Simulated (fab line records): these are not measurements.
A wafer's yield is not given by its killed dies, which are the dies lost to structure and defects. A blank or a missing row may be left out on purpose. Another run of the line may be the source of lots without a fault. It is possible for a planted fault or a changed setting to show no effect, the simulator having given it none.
Chamber matching + flow nand-harc + pecvd-01 running NHARC_A_M1_PRE_CLEAN_32: 3 sister chambers
The step time 12 s. 3 wafers are shown with their chamber, then 8 later ones without.

WAFERS WITH THEIR CHAMBER
| wafer  | chamber | heater-power-w (W) |
|--------|---------|--------------------|
| L082.3 | 1       | 758                |
| L083.4 | 0       | 786                |
| L089.4 | 2       | 595                |

WAFERS WITH NO CHAMBER GIVEN
| wafer  | heater-power-w (W) |
|--------|--------------------|
| L089.5 | 597                |
| L089.6 | 766                |
| L095.3 | 557                |
| L095.5 | 745                |
| L095.6 | 556                |
| L097.2 | 548                |
| L097.3 | 535                |
| L097.5 | 703                |

CHAMBER TAKEN BY EACH
| wafer  | from the rows above          | in truth |
|--------|------------------------------|----------|
| L089.5 | 2                            | 2        |
| L089.6 | can't be placed: 1 or 0      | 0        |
| L095.3 | 2                            | 2        |
| L095.5 | can't be placed: 1 or 0      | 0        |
| L095.6 | 2                            | 2        |
| L097.2 | 2                            | 2        |
| L097.3 | 2                            | 2        |
| L097.5 | can't be placed: 1 or 0 or 2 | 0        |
Correctly placed: 5 of 8. Cannot be placed on the basis of these rows: 3; the candidates contain the true chamber in 3. Wrongly placed: 0.
How it was worked out, from the rows above alone: a wafer's distance from a chamber is the root of the sum, over the readings, of the square of ((its reading less the chamber's mean) divided by the reading's scatter). The wafer belongs to the nearest chamber; if the next one is less than 2 further off, it can't be placed. For every chamber, the mean is computed from those of its wafers that are shown. The scatter: with one shown wafer a chamber, the root of the mean of the squares of how far each hidden wafer lies from its nearest shown one.
